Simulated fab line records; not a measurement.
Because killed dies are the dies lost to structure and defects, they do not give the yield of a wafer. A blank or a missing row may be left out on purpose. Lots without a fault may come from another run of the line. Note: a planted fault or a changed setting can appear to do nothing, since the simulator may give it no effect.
Matching of chambers || flow n5_finfet || N5_BEOL_M6_DESCUM_33 on rie_diel-02: 4 sister chambers
The step chemistry O2, time 7 s. 8 wafers are shown with their chamber, then 7 later ones without.

WAFERS PAIRED WITH THEIR CHAMBERS
{"wafer": "L082.2", "chamber": 0, "drypump_motor_current_A (A)": 6.2, "throttle_valve_pct (%)": 20.38}
{"wafer": "L082.4", "chamber": 3, "drypump_motor_current_A (A)": 5.2, "throttle_valve_pct (%)": 20.37}
{"wafer": "L082.5", "chamber": 0, "drypump_motor_current_A (A)": 6.2, "throttle_valve_pct (%)": 20.38}
{"wafer": "L084.1", "chamber": 1, "drypump_motor_current_A (A)": 5.8, "throttle_valve_pct (%)": 20.64}
{"wafer": "L084.5", "chamber": 1, "drypump_motor_current_A (A)": 5.8, "throttle_valve_pct (%)": 20.63}
{"wafer": "L084.6", "chamber": 2, "drypump_motor_current_A (A)": 6.6, "throttle_valve_pct (%)": 20.86}
{"wafer": "L085.2", "chamber": 2, "drypump_motor_current_A (A)": 6.7, "throttle_valve_pct (%)": 20.87}
{"wafer": "L085.3", "chamber": 3, "drypump_motor_current_A (A)": 5.2, "throttle_valve_pct (%)": 20.39}

WAFERS WITHOUT THEIR CHAMBER
{"wafer": "L085.4", "drypump_motor_current_A (A)": 6.2, "throttle_valve_pct (%)": 20.40}
{"wafer": "L088.1", "drypump_motor_current_A (A)": 5.2, "throttle_valve_pct (%)": 20.38}
{"wafer": "L088.2", "drypump_motor_current_A (A)": 5.8, "throttle_valve_pct (%)": 20.64}
{"wafer": "L088.5", "drypump_motor_current_A (A)": 5.8, "throttle_valve_pct (%)": 20.63}
{"wafer": "L092.2", "drypump_motor_current_A (A)": 6.2, "throttle_valve_pct (%)": 20.41}
{"wafer": "L092.4", "drypump_motor_current_A (A)": 5.2, "throttle_valve_pct (%)": 20.40}
{"wafer": "L092.5", "drypump_motor_current_A (A)": 6.1, "throttle_valve_pct (%)": 20.40}

CHAMBER TAKEN BY EACH
{"wafer": "L085.4", "from the rows above": 0, "in truth": 0}
{"wafer": "L088.1", "from the rows above": 3, "in truth": 3}
{"wafer": "L088.2", "from the rows above": 1, "in truth": 1}
{"wafer": "L088.5", "from the rows above": 1, "in truth": 1}
{"wafer": "L092.2", "from the rows above": 0, "in truth": 0}
{"wafer": "L092.4", "from the rows above": 3, "in truth": 3}
{"wafer": "L092.5", "from the rows above": 0, "in truth": 0}
Correctly placed: 7 of 7. Number that these rows cannot place: 0. Wrongly placed: 0.
How it was worked out, from the rows above alone: a wafer's distance from a chamber is the root of the sum, over the readings, of the square of ((its reading less the chamber's mean) divided by the reading's scatter). The wafer belongs to the nearest chamber; if the next one is less than 2 further off, it can't be placed. The mean given for a chamber averages the wafers shown for that chamber. The scatter: the root of (the sum of the squares of (reading less its chamber's mean) over the shown wafers, divided by (wafers less chambers)).
